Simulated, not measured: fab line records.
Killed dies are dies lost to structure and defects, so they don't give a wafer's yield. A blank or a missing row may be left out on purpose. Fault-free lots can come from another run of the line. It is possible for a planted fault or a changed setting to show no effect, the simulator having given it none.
What tool caused it? + flow n5 finfet + 12 lots (36 wafers sampled), 1 step of a 1938-step route

== WHAT THE GAUGES SHOWED, per wafer ==
N5_BEOL_M11_THK_MEAS_01.
| lot  | measured     | on            | M11_ILD_THK (nm) |
|------|--------------|---------------|------------------|
| L075 | day 12 09:19 | film metro-01 | 262 267 273      |
| L076 | day 12 18:13 | film metro-01 | 268 270 269      |
| L079 | day 13 06:50 | film metro-01 | 259 272 262      |
| L082 | day 13 17:14 | film metro-02 | 267 268 270      |
| L081 | day 14 12:55 | film metro-01 | 258 255 271      |
| L085 | day 14 21:34 | film metro-02 | 267 264 272      |
| L087 | day 15 12:24 | film metro-01 | 267 266 269      |
| L086 | day 15 21:12 | film metro-01 | 265 272 268      |
| L093 | day 16 13:49 | film metro-01 | 267 278 273      |
| L090 | day 17 03:01 | film metro-02 | 268 268 276      |
| L096 | day 17 18:37 | film metro-02 | 267 274 272      |
| L095 | day 18 09:59 | film metro-01 | 266 265 265      |

== EACH LOT AND THE TOOL THAT RAN IT (in order: tool; ch and the chambers of the sampled wafers; start) ==
The record shows no process step preceding these readings.

== THE ANSWER, worked out from the rows above alone ==
Rule: usual is defined by the lots themselves. The widest of any qualifying gaps counts: lots, ordered by their means at a reading, are off when they make up no more than a third of the lots, leave a main group of 4 or more, and stand apart from it by 3 or more times the standard deviation of that group's means. The tables above print the reading to a certain number of digits; a main group whose means all agree to those digits is not used. A lot without any number at a reading at which 4 lots or more have one is off too. Where the step has rows for the other lots, those lots are counted as sound.
Across all readings shown, no lot is off: no conclusion can be drawn from this.

== WHAT HAD BEEN PUT IN BY THE SIMULATOR ==
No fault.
